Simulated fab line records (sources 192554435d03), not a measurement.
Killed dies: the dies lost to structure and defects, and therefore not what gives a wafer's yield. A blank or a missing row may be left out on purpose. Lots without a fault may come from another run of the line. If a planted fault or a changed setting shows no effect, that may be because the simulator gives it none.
Chamber matching ; flow n5_finfet ; ald_metal-02 running N5_BEOL_M3_ALD_84: 4 sister chambers
The step deposits TaN, pulse time 2 s, purge time 3 s, co reactant purge time 2 s. 14 wafers are shown with their chamber, then 7 later ones without.

== WAFERS WITH THEIR CHAMBER ==
wafer;chamber;heater_power_w (W);precursor_vessel_pressure_torr (Torr)
L080.3;1;406;26.25
L080.5;3;377;26.16
L080.6;2;349;26.30
L082.1;0;455;26.22
L082.2;2;356;26.25
L082.6;0;446;26.23
L084.1;2;352;26.23
L084.5;3;380;26.29
L084.6;2;352;26.21
L088.3;2;357;26.25
L088.5;0;440;26.19
L088.6;1;393;26.25
L093.1;0;451;26.31
L093.3;3;360;26.22

SIGNATURES, as means of the wafers listed above
reading;chamber 0;chamber 1;chamber 2;chamber 3;scatter within a chamber
heater_power_w;448.00;399.50;353.20;372.33;6.97
precursor_vessel_pressure_torr;26.2375;26.2500;26.2480;26.2233;0.0456
Rule: a wafer lies at a distance from a chamber equal to the root of the sum of squares, over the readings, of (its reading less the chamber's mean, divided by the reading's scatter). The wafer belongs to the nearest chamber; if the next one is less than 2 further off, it can't be placed. The scatter: take each reading less its chamber's mean, square it, sum over the shown wafers, divide by the number of wafers less the number of chambers, and take the root.

== WAFERS WITHOUT THEIR CHAMBER ==
wafer;heater_power_w (W);precursor_vessel_pressure_torr (Torr)
L093.5;358;26.28
L096.1;349;26.22
L096.3;412;26.24
L096.4;455;26.23
L097.1;449;26.18
L097.3;369;26.27
L097.6;429;26.21

== CHAMBER TAKEN BY EACH ==
wafer;from the rows above;in truth
L093.5;can't be placed: 2 or 3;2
L096.1;2;2
L096.3;1;1
L096.4;0;0
L097.1;0;0
L097.3;can't be placed: 3 or 2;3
L097.6;can't be placed: 0 or 1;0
Placed correctly: 4 of 7. From these rows, 3 cannot be placed; in 3 the true chamber is one of the candidates. 0 placed wrongly.
